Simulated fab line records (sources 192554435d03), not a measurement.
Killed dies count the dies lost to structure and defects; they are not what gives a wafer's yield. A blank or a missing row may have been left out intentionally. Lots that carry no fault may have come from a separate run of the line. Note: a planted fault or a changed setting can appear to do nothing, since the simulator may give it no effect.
What tool caused it? | flow n5 finfet | 13 lots with 30 wafers sampled at 6 steps, on a route of 1938 steps

## WHAT THE GAUGES SHOWED, per wafer
N5_BEOL_M4_RC_MEAS_101.
lot  | measured     | on        | DIBL_N (mV/V)  | DIBL_P (mV/V)  | IOFF_N (nA/um) | IOFF_P (nA/um) | ION_N (uA/um) | ION_P (uA/um) | SS_N (mV/dec)  | SS_P (mV/dec)  | VT_N (mV)   | VT_P (mV)
L151 | day 8 02:11  | prober-02 | 37.0 38.1      | 38.6 39.7      | 0.17 0.18      | 0.23 0.26      | 691 667       | 466 458       | 72.8 72.8      | 74.1 74.7      | 247 251     | -251 -249
L152 | day 8 05:43  | prober-01 | 34.7 38.8      | 34.3 37.2      | 0.14 0.21      | 0.18 0.21      | 698 670       | 476 459       | 71.2 73.5      | 72.8 73.6      | 254 247     | -251 -253
L153 | day 8 13:19  | prober-01 | 36.9 37.5      | 37.5 39.2      | 0.16 0.18      | 0.20 0.23      | 657 670       | 451 455       | 72.8 72.1      | 73.8 74.4      | 251 249     | -256 -250
L155 | day 9 03:02  | prober-01 | 34.2 36.0 36.8 | 34.4 37.9 38.0 | 0.15 0.18 0.20 | 0.18 0.24 0.23 | 682 670 687   | 471 457 464   | 72.3 72.0 72.0 | 73.2 73.3 74.3 | 253 247 247 | -254 -249 -251
L156 | day 9 10:41  | prober-02 | 37.3 39.1 34.8 | 36.9 38.0 35.0 | 0.17 0.20 0.13 | 0.24 0.26 0.23 | 678 684 650   | 469 472 454   | 71.4 72.7 71.0 | 74.0 74.2 74.0 | 249 248 250 | -249 -247 -248
L157 | day 9 12:52  | prober-02 | 36.8 38.7      | 37.1 38.1      | 0.14 0.19      | 0.24 0.25      | 645 679       | 448 464       | 70.6 71.8      | 73.9 73.3      | 254 247     | -251 -249
L159 | day 10 05:03 | prober-02 | 38.8 38.0 39.1 | 39.8 37.3 39.7 | 0.21 0.18 0.19 | 0.29 0.24 0.28 | 691 677 667   | 475 465 468   | 71.1 71.7 71.3 | 74.3 73.2 74.1 | 243 252 247 | -242 -247 -245
L160 | day 10 09:12 | prober-01 | 33.9 38.4      | 33.9 39.7      | 0.13 0.24      | 0.18 0.28      | 653 680       | 454 467       | 71.4 72.7      | 73.0 75.1      | 253 249     | -251 -246
L161 | day 10 12:13 | prober-01 | 37.1 37.0 36.0 | 40.3 38.0 37.7 | 0.19 0.19 0.15 | 0.27 0.20 0.20 | 658 665 654   | 446 449 446   | 71.9 73.0 72.2 | 74.3 72.5 72.6 | 250 248 254 | -252 -252 -255
L162 | day 11 04:28 | prober-01 | 37.6 36.7      | 36.7 34.8      | 0.15 0.16      | 0.21 0.19      | 672 681       | 463 464       | 70.9 71.4      | 73.2 73.0      | 251 250     | -249 -248
L164 | day 11 05:20 | prober-02 | 39.6 34.4      | 38.8 33.9      | 0.26 0.14      | 0.28 0.20      | 677 685       | 460 464       | 73.7 71.8      | 73.7 72.4      | 247 250     | -246 -251
L167 | day 12 02:47 | prober-01 | 37.0 37.5      | 37.8 38.3      | 0.19 0.19      | 0.24 0.25      | 702 671       | 482 465       | 72.2 72.0      | 73.1 74.7      | 250 248     | -248 -247
L170 | day 13 02:38 | prober-01 | 34.4 42.0      | 32.8 42.2      | 0.13 0.33      | 0.20 0.38      | 667 704       | 465 485       | 71.4 73.0      | 72.4 74.2      | 251 238     | -249 -242

## EACH LOT AND THE TOOL THAT RAN IT (in order: tool; ch and the chambers of the sampled wafers; start)
lot  | N5_BEOL_M2_SPUTTER_92        | N5_BEOL_M2_SPUTTER_94        | N5_BEOL_M2_ANNEAL_95         | N5_BEOL_M2_ECD_50              | N5_BEOL_M2_CMP_52
L151 | pvd sputter-02, day 7 01:16  | pvd sputter-02, day 7 01:29  | pvd sputter-02, day 7 01:34  | ecd cu-02 ch 1, day 7 01:49    | cmp-02 ch 0, day 7 02:19
L152 | pvd sputter-01, day 7 10:35  | pvd sputter-01, day 7 10:49  | pvd sputter-01, day 7 10:53  | ecd cu-02 ch 0, day 7 11:09    | cmp-02 ch 2,3, day 7 11:37
L153 | pvd sputter-03, day 7 12:43  | pvd sputter-03, day 7 12:56  | pvd sputter-03, day 7 13:01  | ecd cu-01 ch 0, day 7 13:16    | cmp-01 ch 1,2, day 7 13:43
L155 | pvd sputter-01, day 7 20:04  | pvd sputter-01, day 7 20:17  | pvd sputter-01, day 7 20:22  | ecd cu-02 ch 0,1, day 7 20:38  | cmp-01 ch 0,1,3, day 7 21:00
L156 | pvd sputter-03, day 8 11:03  | pvd sputter-03, day 8 11:16  | pvd sputter-03, day 8 11:21  | ecd cu-02 ch 0,1, day 8 11:37  | cmp-03 ch 0,1,3, day 8 12:06
L157 | pvd sputter-02, day 8 17:26  | pvd sputter-02, day 8 17:40  | pvd sputter-02, day 8 17:44  | ecd cu-02 ch 0,1, day 8 18:00  | cmp-03 ch 0,2, day 8 18:30
L159 | pvd sputter-03, day 9 08:30  | pvd sputter-03, day 9 08:43  | pvd sputter-03, day 9 08:48  | ecd cu-02 ch 0,1, day 9 09:04  | cmp-03 ch 1,2,3, day 9 10:02
L160 | pvd sputter-02, day 9 11:16  | pvd sputter-02, day 9 11:29  | pvd sputter-02, day 9 11:34  | ecd cu-02 ch 0,1, day 9 11:50  | cmp-03 ch 2,3, day 9 12:14
L161 | pvd sputter-02, day 9 14:15  | pvd sputter-02, day 9 14:28  | pvd sputter-02, day 9 14:33  | ecd cu-01 ch 0,1, day 9 14:48  | cmp-01 ch 1,2,3, day 9 15:13
L162 | pvd sputter-01, day 10 03:13 | pvd sputter-01, day 10 03:26 | pvd sputter-01, day 10 03:31 | ecd cu-01 ch 0, day 10 03:46   | cmp-03 ch 0,3, day 10 04:16
L164 | pvd sputter-02, day 10 04:54 | pvd sputter-02, day 10 05:07 | pvd sputter-02, day 10 05:14 | ecd cu-01 ch 0,1, day 10 05:27 | cmp-03 ch 1,2, day 10 05:56
L167 | pvd sputter-01, day 10 23:41 | pvd sputter-01, day 10 23:55 | pvd sputter-01, day 10 23:59 | ecd cu-01 ch 0,1, day 11 00:14 | cmp-01 ch 1,2, day 11 00:42
L170 | pvd sputter-01, day 12 01:02 | pvd sputter-01, day 12 01:15 | pvd sputter-01, day 12 01:20 | ecd cu-01 ch 0,1, day 12 01:35 | cmp-02 ch 0,2, day 12 02:01
- N5_BEOL_M2_SPUTTER_92: material Cu, target thk 4.5 nm, time 8.29 s.
- N5_BEOL_M2_SPUTTER_94: material Cu, target thk 4.5 nm, time 8.29 s.
- N5_BEOL_M2_ANNEAL_95: time 240 s.
- N5_BEOL_M2_ECD_50: material Cu, target thk 300 nm.
- N5_BEOL_M2_CMP_52: polishes, stops on SiOC, t overpolish 6.8 s, target thk 40 nm.

## WHAT THE TOOLS THEMSELVES READ (means of the sampled wafers that have a number; where no wafer has one, the mark that the record gives instead)
N5_BEOL_M2_SPUTTER_92.
lot  | tool           | throttle valve pct (%)
L151 | pvd sputter-02 | 29.9
L152 | pvd sputter-01 | 29.8
L153 | pvd sputter-03 | 30.4
L155 | pvd sputter-01 | 29.5
L156 | pvd sputter-03 | 29.7
L157 | pvd sputter-02 | 29.6
L159 | pvd sputter-03 | 30.0
L160 | pvd sputter-02 | 29.1
L161 | pvd sputter-02 | 29.6
L162 | pvd sputter-01 | 29.9
L164 | pvd sputter-02 | 30.2
L167 | pvd sputter-01 | 29.5
L170 | pvd sputter-01 | 29.9

N5_BEOL_M2_SPUTTER_94.
lot  | tool           | throttle valve pct (%)
L151 | pvd sputter-02 | 29.6
L152 | pvd sputter-01 | 29.8
L153 | pvd sputter-03 | 30.5
L155 | pvd sputter-01 | 29.7
L156 | pvd sputter-03 | 29.8
L157 | pvd sputter-02 | 29.6
L159 | pvd sputter-03 | 30.1
L160 | pvd sputter-02 | 28.9
L161 | pvd sputter-02 | 29.6
L162 | pvd sputter-01 | 30.0
L164 | pvd sputter-02 | 30.3
L167 | pvd sputter-01 | 29.4
L170 | pvd sputter-01 | 29.9

N5_BEOL_M2_ANNEAL_95.
lot  | tool           | heater power w (W)
L151 | pvd sputter-02 | 769
L152 | pvd sputter-01 | 810
L153 | pvd sputter-03 | 783
L155 | pvd sputter-01 | 838
L156 | pvd sputter-03 | 819
L157 | pvd sputter-02 | 690
L159 | pvd sputter-03 | 770
L160 | pvd sputter-02 | 840
L161 | pvd sputter-02 | 817
L162 | pvd sputter-01 | 837
L164 | pvd sputter-02 | 741
L167 | pvd sputter-01 | 818
L170 | pvd sputter-01 | 814

N5_BEOL_M2_CMP_52.
lot  | tool   | motor current A (A) | retaining ring pressure frac | slurry filter dp kPa (kPa) | time to endpoint s (s)
L151 | cmp-02 | 6.7                 | 1.002                        | 13.67                      | 67
L152 | cmp-02 | 6.2                 | 0.996                        | 13.63                      | 54
L153 | cmp-01 | 5.7                 | 0.996                        | 13.40                      | 60
L155 | cmp-01 | 6.4                 | 0.997                        | 13.65                      | 65
L156 | cmp-03 | 6.7                 | 1.001                        | 13.44                      | 62
L157 | cmp-03 | 6.4                 | 1.000                        | 13.55                      | 58
L159 | cmp-03 | 7.0                 | 1.003                        | 13.47                      | 64
L160 | cmp-03 | 7.0                 | 1.003                        | 13.41                      | 60
L161 | cmp-01 | 5.7                 | 1.006                        | 13.30                      | 66
L162 | cmp-03 | 6.8                 | 1.002                        | 13.53                      | 64
L164 | cmp-03 | 7.2                 | 0.996                        | 13.52                      | 60
L167 | cmp-01 | 5.7                 | 1.005                        | 13.47                      | 72
L170 | cmp-02 | 6.8                 | 0.995                        | 13.45                      | 74

## THE ANSWER, worked out from the rows above alone
Rule: the lots themselves supply what counts as usual. Put in order of their means at a reading, lots are off if they are a third of the lots or fewer, leave a main group of 4 or more, and stand apart from it by a gap of 3 or more times the standard deviation of the main group's means; of several such gaps the widest counts. A main group whose means are all the same, to the digits that the tables above print for the reading, isn't used. A lot without any number at a reading at which 4 lots or more have one is off too. Where the step has rows for the other lots, those lots are counted as sound. After the gauges, taken in route order, come the tools' own readings; for these a lot's mean is taken, as printed above. At the first step where some lot is off, the reading lying furthest off is the one used; lots without a number count as furthest.
Nothing can be told from this: no lot is off at any reading shown.

## WHAT THE SIMULATOR PUT IN
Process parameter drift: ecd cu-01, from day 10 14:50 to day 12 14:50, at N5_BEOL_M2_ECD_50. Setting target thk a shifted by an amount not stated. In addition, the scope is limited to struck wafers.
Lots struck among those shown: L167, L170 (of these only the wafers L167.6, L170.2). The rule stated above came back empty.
